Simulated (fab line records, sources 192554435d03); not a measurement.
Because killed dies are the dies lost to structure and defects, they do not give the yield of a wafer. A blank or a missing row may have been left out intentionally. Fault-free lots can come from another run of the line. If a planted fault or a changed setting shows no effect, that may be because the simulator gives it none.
fab line records    flow n5_finfet
[record] lots = 5  wafers = 15  last_day = 18
route steps=1938 shown BEOL_M2@920 BEOL_M3@931
lots that met no fault: from a run of the same line without faults
start_h: the number of hours between the record's first day and the start of the first shown wafer of the lot    wait_h: hours since the lot's step before    " the same as in the row above    L1.1+2: one row covering several wafers at once    - no value, or no start given    * or withheld: withheld    < > ~ a bound
route shown NAME@n: names a module that has steps shown in the file, with the first one's number in the route    usual: mean and standard deviation over wafers with no fault    same: alike in all rows    chamber/n: place in a boat    sites: each site's reading    _std_site: standard deviation across them    _edge_site: outer sites' mean less inner sites'    radius_mm: for every site, how far away it sits from the centre of the wafer    mask NAME#n: copy n    behind: the tool/chamber that last shaped the wafer    hold: reason for holding the lot/hours on hold/outcome of the hold    device: transistor that didn't switch, given as n, p or np    end of line: the route-end tests of the same wafers    step lacking rows: just its recipe    killed: not the wafer's yield, but the dies lost to structure and defects at the first sort    map: per-die view of a wafer (x killed, . not killed, _ where there is no die)
set.NAME: the setting as run; set.NAME@STEP: as run at that earlier step    model.NAME: the simulator's own value behind a step, which no gauge read
certain route steps with their lots: each step a table, each wafer a row
services: the hour from which a tool's chamber was out of use, counted from the record's first day as start_h (under 0 if before that day), plus the number of hours and why
[[steps]]
[step N5_BEOL_M2_SPUTTER_96]
[recipe] material = Cu  target_thk_a = 45  temp_c = -20  chamber_pressure_pa = 0.07  power_w = withheld  time_s = 8.29
[usual] throttle_valve_pct = 30.1/0.78
lot.wafer  tool            chamber  start_h  wait_h  throttle_valve_pct
L079.2     pvd_sputter-01  -        172.07   0.1     30.7
L079.3     "               -        "        "       29.1
L079.5     "               -        "        "       31.7
L087.3     pvd_sputter-02  -        223.10   0.1     29.9
L087.4     "               -        "        "       29.2
L087.5     "               -        "        "       29.1
L090.1     pvd_sputter-02  -        240.40   0.1     29.0
L090.2     "               -        "        "       29.9
L090.6     "               -        "        "       28.9
L092.1     pvd_sputter-03  -        249.07   0.1     29.9
L092.4     "               -        "        "       30.5
L092.6     "               -        "        "       30.8
L097.1     pvd_sputter-01  -        283.57   0.1     31.5
L097.5     "               -        "        "       29.1
L097.6     "               -        "        "       30.0
[step N5_BEOL_M2_ECD_50]
[recipe] material = Cu  target_thk_a = 3000
lot.wafer   tool       chamber  start_h  wait_h
L079.2+3+5  ecd_cu-02  1,1,0    172.19   0.1
L087.3+4+5  ecd_cu-01  0,1,0    223.23   0.1
L090.1+2+6  ecd_cu-02  1,0,1    240.52   0.1
L092.1+4+6  ecd_cu-02  1        249.19   0.1
L097.1+5+6  ecd_cu-01  0,1,0    283.68   0.1
[step N5_BEOL_M2_ANNEAL_51]
[recipe] temp_c = 225  time_s = 90  ambient = N2
[usual] anneal_temp_c = 225.02/0.15  wafer_temp_C_max = 226.29/0.26
lot.wafer  tool           chamber  start_h  wait_h  anneal_temp_c  wafer_temp_C_max
L079.2     rtp_anneal-02  0        172.31   0.1     224.93         225.97
L079.3     "              0        "        "       224.95         226.27
L079.5     "              0        "        "       224.94         226.56
L087.3     rtp_anneal-01  0        223.39   0.1     225.10         226.15
L087.4     "              0        "        "       224.95         225.77
L087.5     "              0        "        "       224.97         226.32
L090.1     rtp_anneal-02  0        240.91   0.4     224.84         225.95
L090.2     "              0        "        "       224.98         226.27
L090.6     "              0        "        "       224.94         226.32
L092.1     rtp_anneal-02  0        249.27   0.1     225.30         226.07
L092.4     "              0        "        "       225.09         226.37
L092.6     "              0        "        "       225.04         226.19
L097.1     rtp_anneal-02  0        283.76   0.1     224.81         226.75
L097.5     "              0        "        "       225.01         226.39
L097.6     "              0        "        "       225.10         226.08
[step N5_BEOL_M2_CMP_52]
[recipe] stop_on = SiOC  t_overpolish_s = 6.8  down_force_psi = 1  platen_rpm = 50  clearing_platen_down_force_psi = 1.5  clearing_platen_rpm = 50  post_cmp_clean = cu_alkaline  target_thk_nm = 40  clearing_platen_pad_velocity_m_s = 0.99484  pad_velocity_m_s = 0.99484
[usual] barrier_field_endpoint_s = 25.0/0.6  motor_current_A = 5.9/0.78  overpolish_run_s = 6.801/0.0091  time_to_endpoint_s = 64/3.1
lot.wafer  tool    chamber  start_h  wait_h  barrier_field_endpoint_s  motor_current_A  overpolish_run_s  time_to_endpoint_s
L079.3     cmp-01  3        172.57   0.2     24.2                      6.0              6.801             61
L079.2     "       0        "        "       24.5                      6.4              6.788             63
L079.5     "       3        "        "       24.9                      5.8              6.781             62
L087.4     cmp-02  2        223.59   0.1     24.9                      7.7              6.791             65
L087.3     "       3        "        "       25.4                      6.7              6.797             66
L087.5     "       3        "        "       26.1                      6.5              6.807             68
L090.2     cmp-02  0        241.26   0.3     24.2                      4.9              6.791             55
L090.1     "       2        "        "       24.8                      7.8              6.811             61
L090.6     "       0        "        "       24.5                      4.7              6.804             56
L092.4     cmp-01  2        249.65   0.2     26.1                      5.1              6.817             66
L092.1     "       3        "        "       25.4                      5.8              6.803             63
L092.6     "       1        "        "       25.9                      4.9              6.804             62
L097.1     cmp-01  2        284.10   0.3     25.4                      5.2              6.803             66
L097.6     "       1        "        "       26.0                      5.2              6.813             68
L097.5     "       2        "        "       25.4                      5.2              6.811             66
[step N5_BEOL_M2_THK_MEAS_53]
[recipe] thk_meas_gauge = xrf  reads = Cu_of_BEOL_M2_ECD_50
[usual] M2_THK = 39.5/1.3
lot.wafer  tool           chamber  start_h  wait_h  M2_THK[nm]
L079.2     film_metro-02  -        172.86   -       40.2
L079.3     "              -        "        "       38.8
L079.5     "              -        "        "       40.4
L087.3     film_metro-01  -        223.89   -       42.2
L087.4     "              -        "        "       39.2
L087.5     "              -        "        "       40.8
L090.1     film_metro-02  -        241.51   -       38.8
L090.2     "              -        "        "       39.3
L090.6     "              -        "        "       38.0
L092.1     film_metro-01  -        249.87   -       38.1
L092.4     "              -        "        "       41.1
L092.6     "              -        "        "       39.4
L097.1     film_metro-01  -        284.35   -       39.8
L097.5     "              -        "        "       40.0
L097.6     "              -        "        "       38.7
[step N5_BEOL_M2_PRE_CLEAN_60]
[recipe] gas = NH3/H2  time_s = 15  temp_c = *  rf_power_w = 300
[usual] heater_power_outer_w = 28/11  heater_power_w = 91/14
lot.wafer  tool       chamber  start_h  wait_h  heater_power_outer_w  heater_power_w
L079.2     cvd_co-01  1        172.90   0.0     27                    91
L079.3     "          2        "        "       26                    81
L079.5     "          1        "        "       26                    92
L087.3     cvd_co-02  0        223.99   0.1     13                    63
L087.4     "          2        "        "       48                    104
L087.5     "          1        "        "       19                    94
L090.1     cvd_co-02  1        241.55   0.0     19                    95
L090.2     "          0        "        "       13                    63
L090.6     "          1        "        "       19                    98
L092.1     cvd_co-01  2        249.91   0.0     28                    79
L092.4     "          0        "        "       34                    107
L092.6     "          1        "        "       26                    92
L097.1     cvd_co-01  0        284.39   0.0     36                    108
L097.5     "          0        "        "       36                    106
L097.6     "          2        "        "       27                    81
[step N5_BEOL_M2_CO_CAP_55]
[recipe] material = Co  target_thk_a = 20  temp_c = 200  precursor = CCTBA/H2  pressure_torr = 30  time_s = 102.1
[usual] heater_power_outer_w = 133/14  heater_power_w = 243/18
lot.wafer  tool       chamber  start_h  wait_h  heater_power_outer_w  heater_power_w
L079.2     cvd_co-01  1        172.94   0.0     129                   250
L079.3     "          2        "        "       132                   228
L079.5     "          1        "        "       131                   245
L087.3     cvd_co-02  0        224.03   0.0     116                   215
L087.4     "          2        "        "       158                   264
L087.5     "          1        "        "       122                   250
L090.1     cvd_co-02  1        241.59   0.0     124                   254
L090.2     "          0        "        "       114                   212
L090.6     "          1        "        "       125                   245
L092.1     cvd_co-01  2        249.95   0.0     131                   230
L092.4     "          0        "        "       141                   262
L092.6     "          1        "        "       130                   245
L097.1     cvd_co-01  0        284.43   0.0     141                   265
L097.5     "          0        "        "       142                   264
L097.6     "          2        "        "       132                   231
[step N5_BEOL_M2_PRE_CLEAN_56]
[recipe] gas = NH3  time_s = 15  temp_c = withheld  rf_power_w = 300
lot.wafer   tool      chamber  start_h  wait_h
L079.2+3+5  pecvd-02  2,1,1    173.04   0.1
L087.3+4+5  pecvd-02  1,2,1    224.13   0.1
L090.1+2+6  pecvd-02  1,0,2    241.68   0.1
L092.1+4+6  pecvd-02  0,0,1    250.04   0.1
L097.1+5+6  pecvd-04  1,1,2    284.52   0.1
[step N5_BEOL_M2_DEP_57]
[recipe] material = SiCN  target_thk_a = 80  temp_c = withheld  precursor = 3MS/NH3  pressure_torr = 3  rf_w = 202  time_s = 14
[usual] showerhead_plenum_p_Torr = 3.665/0.011  throttle_valve_pct = 8.9/0.54
lot.wafer  tool      chamber  start_h  wait_h  showerhead_plenum_p_Torr  throttle_valve_pct
L079.2     pecvd-02  2        173.07   0.0     3.670                     8.2
L079.3     "         1        "        "       3.664                     8.9
L079.5     "         1        "        "       3.660                     9.2
L087.3     pecvd-02  1        224.15   0.0     3.665                     9.4
L087.4     "         2        "        "       3.671                     8.1
L087.5     "         1        "        "       3.649                     9.2
L090.1     pecvd-02  1        241.71   0.0     3.663                     9.1
L090.2     "         0        "        "       3.668                     8.8
L090.6     "         2        "        "       3.666                     8.3
L092.1     pecvd-02  0        250.07   0.0     3.665                     8.9
L092.4     "         0        "        "       3.675                     9.2
L092.6     "         1        "        "       3.663                     9.2
L097.1     pecvd-04  1        284.55   0.0     3.643                     8.9
L097.5     "         1        "        "       3.651                     9.0
L097.6     "         2        "        "       3.668                     8.1
[step N5_BEOL_M2_RS_MEAS_58]
[recipe] thk_meas_gauge = four-point-probe  reads = Co_of_BEOL_M2_CO_CAP_55+Cu_of_BEOL_M2_ECD_50+Co_of_BEOL_M2_CVD_47+TaN_of_BEOL_M2_ALD_84
[usual] M2_RS = 0.669/0.029
lot.wafer  tool           chamber  start_h  wait_h  M2_RS[ohm/sq]
L079.2     film_metro-01  -        173.13   0.1     0.654
L079.3     "              -        "        "       0.686
L079.5     "              -        "        "       0.652
L087.3     film_metro-02  -        224.22   0.1     0.612
L087.4     "              -        "        "       0.674
L087.5     "              -        "        "       0.639
L090.1     film_metro-01  -        241.77   0.0     0.677
L090.2     "              -        "        "       0.673
L090.6     "              -        "        "       0.698
L092.1     film_metro-01  -        250.13   0.0     0.701
L092.4     "              -        "        "       0.634
L092.6     "              -        "        "       0.670
L097.1     film_metro-02  -        284.61   0.0     0.658
L097.5     "              -        "        "       0.657
L097.6     "              -        "        "       0.679
[step N5_BEOL_M2_INSPECT_59]
[recipe] inspect_instrument = darkfield  mode = post_dep
[usual] raw_defect_count = 71/23
lot.wafer  tool               chamber  start_h  wait_h  raw_defect_count
L079.2     defect_inspect-01  -        173.16   0.0     91
L079.3     "                  -        "        "       113
L079.5     "                  -        "        "       88
L087.3     defect_inspect-01  -        224.24   0.0     42
L087.4     "                  -        "        "       67
L087.5     "                  -        "        "       125
L090.1     defect_inspect-01  -        241.80   0.0     35
L090.2     "                  -        "        "       44
L090.6     "                  -        "        "       36
L092.1     defect_inspect-02  -        250.16   0.0     33
L092.4     "                  -        "        "       41
L092.6     "                  -        "        "       47
L097.1     defect_inspect-01  -        284.64   0.0     107
L097.5     "                  -        "        "       37
L097.6     "                  -        "        "       78
[step N5_BEOL_M3_ILD_DEP_00]
[recipe] material = SiOC  target_thk_a = 790  temp_c = 350  precursor = DEMS/O2  pressure_torr = 5  rf_w = 500  time_s = 15.3
[usual] heater_power_outer_w = 248/53  heater_power_w = 463/85  showerhead_plenum_p_Torr = 5.697/0.009  throttle_valve_pct = 12.0/0.78
lot.wafer  tool      chamber  start_h  wait_h  heater_power_outer_w  heater_power_w  showerhead_plenum_p_Torr  throttle_valve_pct
L079.2     pecvd-02  0        173.20   0.0     284                   519             5.714                     11.9
L079.3     "         2        "        "       209                   357             5.709                     10.9
L079.5     "         2        "        "       209                   357             5.696                     11.1
L087.3     pecvd-02  1        224.28   0.0     317                   584             5.690                     12.1
L087.4     "         2        "        "       176                   310             5.705                     11.0
L087.5     "         0        "        "       259                   478             5.710                     11.7
L090.1     pecvd-02  2        241.84   0.0     222                   362             5.701                     10.7
L090.2     "         1        "        "       318                   575             5.710                     12.3
L090.6     "         1        "        "       308                   571             5.698                     12.1
L092.1     pecvd-01  2        250.20   0.0     288                   517             5.702                     10.8
L092.4     "         0        "        "       276                   515             5.693                     12.7
L092.6     "         2        "        "       290                   521             5.690                     10.7
L097.1     pecvd-03  2        284.68   0.0     321                   582             5.682                     12.2
L097.5     "         0        "        "       172                   373             5.694                     12.9
L097.6     "         2        "        "       337                   607             5.689                     12.1
[step N5_BEOL_M3_THK_MEAS_01]
[recipe] reads = SiOC_of_BEOL_M3_ILD_DEP_00
[usual] M3_ILD_THK = 78.8/1
lot.wafer  tool           chamber  start_h  wait_h  M3_ILD_THK[nm]
L079.2     film_metro-02  -        173.26   0.1     77.7
L079.3     "              -        "        "       78.1
L079.5     "              -        "        "       79.3
L087.3     film_metro-02  -        224.35   0.1     78.5
L087.4     "              -        "        "       79.6
L087.5     "              -        "        "       79.8
L090.1     film_metro-01  -        241.90   0.0     80.2
L090.2     "              -        "        "       79.7
L090.6     "              -        "        "       79.7
L092.1     film_metro-02  -        250.26   0.0     77.4
L092.4     "              -        "        "       79.5
L092.6     "              -        "        "       79.0
L097.1     film_metro-02  -        284.75   0.1     78.2
L097.5     "              -        "        "       80.2
L097.6     "              -        "        "       80.3
[step N5_BEOL_M3_PECVD_72]
[recipe] material = SiO2  target_thk_a = 160  temp_c = 400  precursor = TEOS/O2  pressure_torr = 5.5  rf_w = 450  teos_flow_sccm = 53.8  gas = O2  flow_sccm = 3000  time_s = 18
[usual] heater_power_outer_w = 400/81  heater_power_w = 682/110  showerhead_plenum_p_Torr = 8.793/0.017  throttle_valve_pct = 22.9/1.5
lot.wafer  tool      chamber  start_h  wait_h  heater_power_outer_w  heater_power_w  showerhead_plenum_p_Torr  throttle_valve_pct
L079.2     pecvd-01  0        173.30   0.0     375                   652             8.818                     23.7
L079.3     "         1        "        "       327                   577             8.787                     22.9
L079.5     "         0        "        "       379                   671             8.811                     23.9
L087.3     pecvd-03  1        224.38   0.0     356                   588             8.790                     25.0
L087.4     "         0        "        "       326                   623             8.778                     23.9
L087.5     "         1        "        "       367                   596             8.780                     25.0
L090.1     pecvd-03  0        241.94   0.0     321                   578             8.799                     24.0
L090.2     "         1        "        "       429                   686             8.805                     24.6
L090.6     "         0        "        "       316                   612             8.768                     24.1
L092.1     pecvd-03  2        250.30   0.0     479                   802             8.790                     22.7
L092.4     "         2        "        "       473                   782             8.770                     22.4
L092.6     "         0        "        "       284                   536             8.774                     23.7
L097.1     pecvd-02  0        284.79   0.0     411                   698             8.795                     22.2
L097.5     "         1        "        "       502                   876             8.781                     22.4
L097.6     "         2        "        "       380                   583             8.819                     20.7
[step N5_BEOL_M3_HM_DEP_02]
[recipe] material = TiN  target_thk_a = 200  temp_c = 25  chamber_pressure_pa = 0.49996
[usual] throttle_valve_pct = 29.9/0.87
lot.wafer  tool            chamber  start_h  wait_h  throttle_valve_pct
L079.2     pvd_sputter-01  -        174.07   0.8     29.2
L079.3     "               -        "        "       30.1
L079.5     "               -        "        "       29.1
L087.3     pvd_sputter-03  -        224.44   0.0     30.6
L087.4     "               -        "        "       29.8
L087.5     "               -        "        "       30.9
L090.1     pvd_sputter-02  -        243.63   1.7     28.8
L090.2     "               -        "        "       30.0
L090.6     "               -        "        "       28.6
L092.1     pvd_sputter-02  -        252.29   2.0     28.7
L092.4     "               -        "        "       28.7
L092.6     "               -        "        "       28.8
L097.1     pvd_sputter-01  -        286.45   1.6     30.1
L097.5     "               -        "        "       31.7
L097.6     "               -        "        "       30.6
[step N5_BEOL_M3_COAT_61]
[recipe] resist = SOC  temp_c = 250  time_s = 60  spin_rpm = 1500  resist_thk_nm = 60
[usual] dispense_pressure_kPa = 49/4.6
lot.wafer  tool            chamber  start_h  wait_h  dispense_pressure_kPa
L079.2     litho_track-02  0        174.20   0.1     54
L079.3     "               0        "        "       54
L079.5     "               0        "        "       54
L087.3     litho_track-05  0        224.57   0.1     48
L087.4     "               0        "        "       48
L087.5     "               0        "        "       48
L090.1     litho_track-05  0        243.76   0.1     48
L090.2     "               0        "        "       48
L090.6     "               0        "        "       48
L092.1     litho_track-01  0        252.42   0.1     44
L092.4     "               0        "        "       44
L092.6     "               0        "        "       44
L097.1     litho_track-02  0        286.57   0.1     55
L097.5     "               0        "        "       55
L097.6     "               0        "        "       55
[step N5_BEOL_M3_COAT_62]
[recipe] resist = SiARC  temp_c = 220  time_s = 60  spin_rpm = 1500  resist_thk_nm = 12
[usual] dispense_pressure_kPa = 49/4.7
lot.wafer  tool            chamber  start_h  wait_h  dispense_pressure_kPa
L079.2     litho_track-02  0        -        -       55
L079.3     "               0        "        "       55
L079.5     "               0        "        "       55
L087.3     litho_track-05  0        -        -       48
L087.4     "               0        "        "       48
L087.5     "               0        "        "       48
L090.1     litho_track-05  0        -        -       48
L090.2     "               0        "        "       48
L090.6     "               0        "        "       48
L092.1     litho_track-01  0        -        -       43
L092.4     "               0        "        "       43
L092.6     "               0        "        "       43
L097.1     litho_track-02  0        -        -       54
L097.5     "               0        "        "       54
L097.6     "               0        "        "       54
[step N5_BEOL_M3_COAT_73]
[recipe] resist = underlayer  temp_c = 205  time_s = 60  spin_rpm = 1500  resist_thk_nm = 5
[usual] dispense_pressure_kPa = 49/4.6
lot.wafer  tool            chamber  start_h  wait_h  dispense_pressure_kPa
L079.2     litho_track-02  0        -        -       54
L079.3     "               0        "        "       55
L079.5     "               0        "        "       55
L087.3     litho_track-05  0        -        -       48
L087.4     "               0        "        "       48
L087.5     "               0        "        "       48
L090.1     litho_track-05  0        -        -       48
L090.2     "               0        "        "       48
L090.6     "               0        "        "       48
L092.1     litho_track-01  0        -        -       44
L092.4     "               0        "        "       44
L092.6     "               0        "        "       44
L097.1     litho_track-02  0        -        -       54
L097.5     "               0        "        "       55
L097.6     "               0        "        "       54
[step N5_BEOL_M3_COAT_05]
[recipe] resist = CAR-EUV  spin_rpm = 1500  resist_thk_nm = 30
[usual] dispense_pressure_kPa = 49/4.6
lot.wafer  tool            chamber  start_h  wait_h  dispense_pressure_kPa
L079.2     litho_track-02  0        -        -       54
L079.3     "               0        "        "       54
L079.5     "               0        "        "       54
L087.3     litho_track-05  0        -        -       48
L087.4     "               0        "        "       48
L087.5     "               0        "        "       48
L090.1     litho_track-05  0        -        -       48
L090.2     "               0        "        "       48
L090.6     "               0        "        "       48
L092.1     litho_track-01  0        -        -       44
L092.4     "               0        "        "       44
L092.6     "               0        "        "       44
L097.1     litho_track-02  0        -        -       55
L097.5     "               0        "        "       55
L097.6     "               0        "        "       54
[step N5_BEOL_M3_EBR_07]
[recipe] solvent = PGMEA  ebr_width_mm = 1.5
lot.wafer   tool            chamber  start_h  wait_h
L079.2+3+5  litho_track-02  0        -        -
L087.3+4+5  litho_track-05  0        -        -
L090.1+2+6  litho_track-05  0        -        -
L092.1+4+6  litho_track-01  0        -        -
L097.1+5+6  litho_track-02  0        -        -
[step N5_BEOL_M3_SOFTBAKE_06]
[recipe] temp_c = 110  time_s = 60  resist = CAR-EUV
lot.wafer   tool            chamber  start_h  wait_h
L079.2+3+5  litho_track-02  0        -        -
L087.3+4+5  litho_track-05  0        -        -
L090.1+2+6  litho_track-05  0        -        -
L092.1+4+6  litho_track-01  0        -        -
L097.1+5+6  litho_track-02  0        -        -
[step N5_BEOL_M3_EXPOSE_08]
[recipe] mask_id = M3  na = 0.33  source_shape = dipole  sigma_inner = 0.369  sigma_outer = 0.767  polarization = unpolarized  dose_mj = 33
lot.wafer   tool            chamber  start_h  wait_h  mask
L079.2+3+5  euv_scanner-02  0        174.34   -       M3#0
L087.3+4+5  euv_scanner-02  0        224.72   -       M3#0
L090.1+2+6  euv_scanner-01  0        243.89   -       M3#0
L092.1+4+6  euv_scanner-02  0        252.68   -       M3#0
L097.1+5+6  euv_scanner-01  0        286.83   -       M3#0
[step N5_BEOL_M3_PEB_09]
[recipe] peb_temp_c = 100  peb_time_s = 60  resist = CAR-EUV
lot.wafer   tool            chamber  start_h  wait_h
L079.2+3+5  litho_track-02  0        174.40   0.0
L087.3+4+5  litho_track-02  0        224.77   0.0
L090.1+2+6  litho_track-02  0        243.95   0.1
L092.1+4+6  litho_track-02  0        252.74   0.1
L097.1+5+6  litho_track-02  0        286.89   0.1
[step N5_BEOL_M3_DEVELOP_10]
[recipe] develop_time_s = 30  developer = TMAH  resist = CAR-EUV  rinse_liquid = surfactant_rinse  dry = air_spin  dev_temp_c = 23
lot.wafer   tool            chamber  start_h  wait_h
L079.2+3+5  litho_track-02  0        -        -
L087.3+4+5  litho_track-02  0        -        -
L090.1+2+6  litho_track-02  0        -        -
L092.1+4+6  litho_track-02  0        -        -
L097.1+5+6  litho_track-02  0        -        -
[step N5_BEOL_M3_CD_MEAS_11]
[recipe] target_cd_nm = 17.05  landing_energy_ev = 500  detector = se_inlens  polarity = opening
[usual] cd_nm = 17.09/0.26
lot.wafer  tool       chamber  start_h  wait_h  cd_nm
L079.2     cd_sem-02  0        174.46   -       16.82
L079.3     "          0        "        "       16.75
L079.5     "          0        "        "       17.46
L087.3     cd_sem-02  0        224.83   -       17.02
L087.4     "          0        "        "       16.86
L087.5     "          0        "        "       17.12
L090.1     cd_sem-01  0        244.02   -       16.81
L090.2     "          0        "        "       16.98
L090.6     "          0        "        "       17.19
L092.1     cd_sem-03  0        252.80   -       16.89
L092.4     "          0        "        "       17.23
L092.6     "          0        "        "       16.78
L097.1     cd_sem-03  0        286.96   -       17.11
L097.5     "          0        "        "       17.12
L097.6     "          0        "        "       16.65
[step N5_BEOL_M3_OVL_MEAS_12]
[recipe] points_per_wafer = 522
[usual] M3_OVL = 0.1/0.66
lot.wafer  tool        chamber  start_h  wait_h  M3_OVL[nm]
L079.2     overlay-01  0        174.50   0.0     0.6
L079.3     "           0        "        "       0.5
L079.5     "           0        "        "       -0.1
L087.3     overlay-02  0        224.87   0.0     0.2
L087.4     "           0        "        "       -0.7
L087.5     "           0        "        "       0.2
L090.1     overlay-01  0        244.05   0.0     -0.7
L090.2     "           0        "        "       1.1
L090.6     "           0        "        "       1.0
L092.1     overlay-02  0        252.83   0.0     0.1
L092.4     "           0        "        "       0.1
L092.6     "           0        "        "       -1.1
L097.1     overlay-01  0        286.99   0.0     0.5
L097.5     "           0        "        "       1.1
L097.6     "           0        "        "       0.7
[step N5_BEOL_M3_INSPECT_13]
[recipe] mode = adi  inspect_instrument = brightfield
[usual] raw_defect_count = 414/86
lot.wafer  tool               chamber  start_h  wait_h  raw_defect_count
L079.2     defect_inspect-01  -        174.55   0.0     558
L079.3     "                  -        "        "       438
L079.5     "                  -        "        "       405
L087.3     defect_inspect-02  -        224.92   0.0     300
L087.4     "                  -        "        "       323
L087.5     "                  -        "        "       362
L090.1     defect_inspect-01  -        244.11   0.1     287
L090.2     "                  -        "        "       328
L090.6     "                  -        "        "       324
L092.1     defect_inspect-02  -        252.89   0.1     443
L092.4     "                  -        "        "       324
L092.6     "                  -        "        "       299
L097.1     defect_inspect-01  -        287.05   0.1     692
L097.5     "                  -        "        "       305
L097.6     "                  -        "        "       469
[step N5_BEOL_M3_DESCUM_16]
[recipe] chemistry = O2  time_s = 7  source_power_w = 50  bias_power_w = 20  pressure_mtorr = 20  rf_frequency_hz = 2.712e+07  temp_c = 40  resist = CAR-EUV  o2_flow_sccm = 225
[usual] drypump_motor_current_A = 5.9/0.56  oes_product_au = 0.78/0.11  rf_vpp_V = 243.1/1.6  showerhead_plenum_p_Torr = 2.09/0.083  throttle_valve_pct = 20.39/0.19
lot.wafer  tool         chamber  start_h  wait_h  drypump_motor_current_A  oes_product_au  rf_hours_counter_h  rf_vpp_V  showerhead_plenum_p_Torr  throttle_valve_pct
L079.2     rie_diel-04  3        174.60   0.0     6.8                      0.69            213                 241.2     1.98                      20.22
L079.3     "            1        "        "       5.4                      0.96            6                   244.1     2.13                      20.26
L079.5     "            3        "        "       6.7                      0.68            -                   241.8     1.98                      20.24
L087.3     rie_diel-03  1        226.82   1.9     6.1                      0.73            157                 243.6     2.19                      20.59
L087.4     "            3        "        "       6.5                      0.89            27                  244.7     2.23                      20.15
L087.5     "            1        "        "       6.1                      0.72            -                   244.4     2.19                      20.60
L090.1     rie_diel-04  2        244.25   0.1     6.1                      0.68            249                 241.4     2.06                      20.60
L090.2     "            0        "        "       5.4                      0.74            179                 245.0     2.16                      20.58
L090.6     "            2        "        "       6.1                      0.69            -                   242.5     2.06                      20.60
L092.1     rie_diel-01  0        252.93   0.0     5.9                      0.89            45                  244.8     2.22                      20.18
L092.4     "            1        "        "       4.7                      0.91            20                  243.7     2.13                      20.34
L092.6     "            0        "        "       5.9                      0.89            -                   245.8     2.22                      20.16
L097.1     rie_diel-03  1        287.21   0.2     6.1                      0.70            177                 243.6     2.18                      20.61
L097.5     "            0        "        "       5.1                      0.70            -                   241.4     2.00                      20.33
L097.6     "            3        "        "       6.4                      0.85            -                   245.7     2.23                      20.17
[[services]]
tool            chamber  start_h  hours  kind
rie_diel-04     0        161.53   6.6    repair
cmp-02          -        163.61   2.4    repair
rie_diel-03     1        175.27   12.3   repair
pecvd-02        -        181.36   28.1   pm
pecvd-04        -        181.78   1.6    repair
euv_scanner-01  -        183.56   1.0    pm
cmp-02          -        184.71   0.3    repair
ecd_cu-01       -        185.14   0.2    repair
pecvd-03        2        185.47   8.2    repair
pecvd-03        -        193.15   14.6   pm
rie_diel-04     3        193.45   8.9    repair
euv_scanner-02  -        200.35   1.0    pm
rie_diel-04     -        211.67   2.8    pm
euv_scanner-01  -        211.95   6.2    pm
cmp-02          -        214.46   3.9    repair
rie_diel-04     -        217.33   2.1    repair
cvd_co-01       -        228.17   6.0    pm
pecvd-03        -        228.69   2.8    pm
cmp-01          -        236.01   1.9    repair
cmp-01          -        246.46   1.2    repair
cmp-01          -        250.04   15.5   pm
euv_scanner-02  -        256.50   1.0    pm
ecd_cu-02       -        278.93   6.2    repair
pecvd-03        1        280.50   2.5    repair
[[key]]
fault none
